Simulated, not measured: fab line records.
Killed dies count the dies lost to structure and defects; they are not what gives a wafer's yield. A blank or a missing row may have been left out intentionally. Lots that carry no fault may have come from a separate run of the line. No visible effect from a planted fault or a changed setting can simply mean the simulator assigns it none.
fab line records -- flow nand_harc
record: lots: 5, wafers: 15, last_day: 33
route steps=1302 shown A_CONTACT@1024
lots with no fault: from the same line, run without faults
start_h: hours from the record's first day to the start of the lot's first wafer shown -- wait_h: hours since the lot's step before -- " same as the row above -- L1.1+2: one row covering several wafers at once -- - value missing, or start not given -- * or withheld: withheld -- < > ~ a bound
route shown NAME@n: NAME is a module with steps in the file, n the number in the route of the first one -- usual: mean/standard deviation taken from wafers without a fault -- same: alike in all rows -- chamber/n: place in a boat -- sites: each site's reading -- _std_site: the standard deviation of these -- _edge_site: inner sites' mean taken away from outer sites' mean -- radius_mm: for every site, how far away it sits from the centre of the wafer -- mask NAME#n: copy n -- behind: the most recent tool/chamber to have shaped the wafer -- hold: the reason the lot was held/the length of the hold in hours/how it ended -- device: the transistor (n, p or np) that didn't switch -- end of line: the same wafers' tests at the end of the route -- where a step has no rows: the recipe by itself -- killed: count of dies lost to structure and defects at first sort (not the wafer's yield) -- map: shows each die of a wafer: x if killed, . if not, _ if none is there
set.NAME: setting as actually run; set.NAME@STEP: the setting as run at that earlier step -- model.NAME: the simulator's own value behind a step, which no gauge read
lots at selected steps of the route; one table per step, one row per wafer
services: when a tool's chamber went out of use (start_h, in hours from the record's first day, below 0 if earlier), for how many hours, and the reason
== steps ==
step: NHARC_A_CONTACT_ETCH_102
recipe: target_depth_a: 1000, overetch_a: 100, time_s: 55, ion_energy_ev: 100, cf4_flow_sccm: 80, o2_flow_sccm: 20, ar_flow_sccm: 0, rf_w: 300, bias_w: 100, chemistry: CF4/O2
usual: cf4_flow_sccm: 79.95/0.24, drypump_motor_current_A: 5.6/0.55, oes_o_777_au: 1.000/0.0046, oes_product_au: 0.997/0.011, rf_vpp_V: 198.6/1.3, showerhead_plenum_p_Torr: 1.38/0.051, throttle_valve_pct: 13.397/0.0098
lot.wafer,tool,chamber,start_h,wait_h,cf4_flow_sccm,drypump_motor_current_A,oes_o_777_au,oes_product_au,rf_hours_counter_h,rf_vpp_V,showerhead_plenum_p_Torr,throttle_valve_pct
L076.1,rie_diel-11,2,504.91,0.1,80.26,5.6,0.995,0.991,10,197.7,1.38,13.394
L076.4,rie_diel-11,3,504.91,0.1,80.12,5.7,1.007,1.001,9,198.9,1.44,13.408
L076.5,rie_diel-11,0,504.91,0.1,79.56,5.5,1.000,0.992,-,198.6,1.37,13.396
L081.4,rie_diel-02,0,560.74,0.1,79.93,6.7,0.993,1.018,58,198.5,1.41,13.399
L081.1,rie_diel-02,1,560.74,0.1,80.08,6.3,1.003,0.993,53,197.6,1.35,13.395
L081.6,rie_diel-02,3,560.74,0.1,80.21,4.9,0.997,1.007,-,195.5,1.27,13.404
L084.2,rie_diel-09,0,583.69,0.1,80.01,6.1,1.000,0.985,32,199.5,1.40,13.418
L084.4,rie_diel-09,0,583.69,0.1,80.19,6.1,1.003,0.987,-,200.4,1.40,13.390
L084.5,rie_diel-09,2,583.69,0.1,79.83,4.9,0.998,0.997,-,199.6,1.44,13.382
L092.3,rie_diel-11,0,687.49,0.1,80.08,5.5,0.997,1.009,10,198.5,1.36,13.399
L092.5,rie_diel-11,2,687.49,0.1,80.33,5.6,1.002,0.995,-,197.9,1.37,13.403
L092.6,rie_diel-11,3,687.49,0.1,79.67,5.8,1.005,1.020,-,198.4,1.44,13.393
L097.1,rie_diel-09,0,710.57,0.1,79.58,6.2,1.000,0.999,9,200.3,1.39,13.399
L097.5,rie_diel-09,0,710.57,0.1,79.68,6.1,1.003,1.000,-,198.7,1.39,13.378
L097.6,rie_diel-09,1,710.57,0.1,79.93,6.2,0.997,0.998,-,196.8,1.30,13.408
step: NHARC_A_CONTACT_STRIP_55
recipe: o2_flow_sccm: 500, ar_flow_sccm: 0, bias_w: 0, chemistry: O2
usual: drypump_motor_current_A: 5.6/0.55, oes_product_au: 0.997/0.01, rf_vpp_V: 58.0/0.89, showerhead_plenum_p_Torr: 3.64/0.13, throttle_valve_pct: 17.036/0.0095
lot.wafer,tool,chamber,start_h,wait_h,drypump_motor_current_A,oes_product_au,rf_hours_counter_h,rf_vpp_V,showerhead_plenum_p_Torr,throttle_valve_pct
L076.4,rie_diel-11,2,-,-,5.7,1.001,10,59.3,3.63,17.022
L076.1,rie_diel-11,3,-,-,5.8,0.992,9,57.7,3.80,17.041
L076.5,rie_diel-11,1,-,-,5.8,1.003,-,57.5,3.80,17.030
L081.1,rie_diel-02,3,-,-,4.9,1.004,59,56.5,3.36,17.014
L081.4,rie_diel-02,0,-,-,6.7,1.018,58,58.1,3.72,17.036
L081.6,rie_diel-02,3,-,-,4.9,0.983,-,56.4,3.35,17.037
L084.2,rie_diel-09,0,-,-,6.1,0.992,32,58.3,3.69,17.029
L084.5,rie_diel-09,0,-,-,6.1,0.986,-,59.1,3.69,17.029
L084.4,rie_diel-09,2,-,-,5.0,0.991,-,58.2,3.79,17.039
L092.3,rie_diel-11,3,-,-,5.8,1.024,11,58.5,3.78,17.045
L092.6,rie_diel-11,0,-,-,5.6,1.017,-,57.0,3.60,17.047
L092.5,rie_diel-11,1,-,-,5.8,1.006,-,58.8,3.78,17.041
L097.1,rie_diel-09,2,-,-,5.0,0.986,15,58.9,3.76,17.039
L097.6,rie_diel-09,0,-,-,6.1,0.999,-,58.7,3.67,17.033
L097.5,rie_diel-09,1,-,-,6.3,1.008,-,58.5,3.44,17.041
step: NHARC_A_CONTACT_STRIP_56
recipe: time_s: 600, temp_c: 30, chemistry: post_etch_residue_remover
usual: temp_c: 29.99/0.12
lot.wafer,tool,chamber,start_h,wait_h,temp_c
L076.1,wet_bench-09,5,505.30,-,29.71
L076.4,wet_bench-09,6,505.30,-,29.88
L076.5,wet_bench-09,1,505.30,-,29.98
L081.1,wet_bench-07,4,561.14,-,29.80
L081.4,wet_bench-07,5,561.14,-,30.20
L081.6,wet_bench-07,6,561.14,-,29.94
L084.4,wet_bench-09,3,584.16,-,30.06
L084.2,wet_bench-09,5,584.16,-,29.97
L084.5,wet_bench-09,6,584.16,-,29.95
L092.3,wet_bench-02,4,687.88,-,29.98
L092.5,wet_bench-02,5,687.88,-,30.14
L092.6,wet_bench-02,1,687.88,-,29.73
L097.6,wet_bench-02,2,713.75,-,30.00
L097.1,wet_bench-02,3,713.75,-,30.03
L097.5,wet_bench-02,4,713.75,-,30.12
step: NHARC_A_CONTACT_DEP_57
recipe: target_thk_a: 53000, temp_c: 400, material: aC
usual: susceptor_temp_C: 400.03/0.2, throttle_valve_pct: 35.000/0.0089
lot.wafer,tool,chamber,start_h,wait_h,susceptor_temp_C,throttle_valve_pct
L076.1,acl_dep-03,0,505.57,-,400.14,35.007
L076.4,acl_dep-03,0,507.20,-,400.04,34.997
L076.5,acl_dep-03,0,507.20,-,400.07,34.985
L081.1,acl_dep-03,0,561.40,-,399.80,34.983
L081.4,acl_dep-03,0,563.01,-,399.76,34.999
L081.6,acl_dep-03,0,564.09,-,400.11,35.010
L084.2,acl_dep-02,0,585.62,-,399.81,34.998
L084.4,acl_dep-02,0,586.69,-,399.97,35.009
L084.5,acl_dep-02,0,586.69,-,399.79,35.015
L092.3,acl_dep-02,0,690.63,-,400.01,34.985
L092.5,acl_dep-02,0,691.72,-,400.28,34.991
L092.6,acl_dep-02,0,691.72,-,399.83,35.008
L097.1,acl_dep-02,0,715.14,-,399.61,35.004
L097.5,acl_dep-02,0,717.31,-,400.00,34.994
L097.6,acl_dep-02,0,717.31,-,399.88,34.987
step: NHARC_A_CONTACT_DEP_58
recipe: target_thk_a: 900, target_thk_nm: 90, temp_c: 400, pressure_torr: 3.5, flow_sccm: 200, rf_w: 350, material: SiON
usual: chamber_pressure_Torr: 3.501/0.0074, heater_power_w: 710/86, susceptor_temp_C: 400.01/0.21
lot.wafer,tool,chamber,start_h,wait_h,chamber_pressure_Torr,heater_power_w,susceptor_temp_C
L076.1,pecvd-01,2,508.87,2.8,3.498,594,399.96
L076.4,pecvd-01,2,508.87,2.8,3.490,580,399.95
L076.5,pecvd-01,1,508.87,2.8,3.497,658,399.96
L081.1,pecvd-01,2,564.70,2.8,3.516,635,400.08
L081.4,pecvd-01,1,564.70,2.8,3.503,617,400.14
L081.6,pecvd-01,2,564.70,2.8,3.508,644,399.98
L084.2,pecvd-04,0,588.33,2.2,3.498,781,400.08
L084.4,pecvd-04,0,588.33,2.2,3.507,787,399.70
L084.5,pecvd-04,1,588.33,2.2,3.491,717,399.90
L092.3,pecvd-01,2,692.87,1.7,3.488,639,399.77
L092.6,pecvd-01,2,692.87,1.7,3.496,649,399.80
L092.5,pecvd-01,0,692.87,1.7,3.504,675,399.72
L097.1,pecvd-02,0,718.44,2.8,3.503,799,399.40
L097.5,pecvd-02,2,718.44,2.8,3.501,718,400.37
L097.6,pecvd-02,1,718.44,2.8,3.497,654,400.00
step: NHARC_A_CONTACT_DEHYDRATE_59
recipe: temp_c: 150, time_s: 120
lot.wafer,tool,chamber,start_h,wait_h
L076.1+4+5,litho_track-06,0,509.14,0.2
L081.1+4+6,litho_track-04,0,564.92,0.2
L084.2+4+5,litho_track-04,0,588.60,0.2
L092.3+5+6,litho_track-04,0,693.11,0.2
L097.1+5+6,litho_track-06,0,718.68,0.2
step: NHARC_A_CONTACT_HMDS_60
recipe: time_s: 30
lot.wafer,tool,chamber,start_h,wait_h
L076.1+4+5,litho_track-06,0,-,-
L081.1+4+6,litho_track-04,0,-,-
L084.2+4+5,litho_track-04,0,-,-
L092.3+5+6,litho_track-04,0,-,-
L097.1+5+6,litho_track-06,0,-,-
== services ==
tool,chamber,start_h,hours,kind
acl_dep-03,-,481.09,13.0,pm
pecvd-01,-,492.21,13.0,pm
rie_diel-09,-,497.17,9.0,pm
wet_bench-02,-,497.98,5.6,repair
wet_bench-09,-,528.80,8.0,pm
litho_track-06,-,529.00,7.0,pm
rie_diel-09,1,539.60,45.0,repair
pecvd-01,2,550.53,12.9,repair
litho_track-04,-,553.00,7.0,pm
acl_dep-03,-,566.85,5.5,repair
rie_diel-11,0,568.61,6.3,repair
rie_diel-02,-,570.88,9.0,pm
rie_diel-09,0,589.90,6.2,repair
wet_bench-02,-,596.03,8.0,pm
acl_dep-02,-,606.25,13.0,pm
rie_diel-11,-,609.53,9.0,pm
pecvd-01,1,652.43,5.4,repair
pecvd-01,-,659.14,1.6,repair
rie_diel-11,0,659.83,12.7,repair
acl_dep-03,-,662.09,13.0,pm
pecvd-01,-,673.48,13.0,pm
rie_diel-09,-,674.17,9.0,pm
litho_track-06,-,704.00,7.0,pm
pecvd-01,1,712.99,5.9,repair
== key ==
fault none
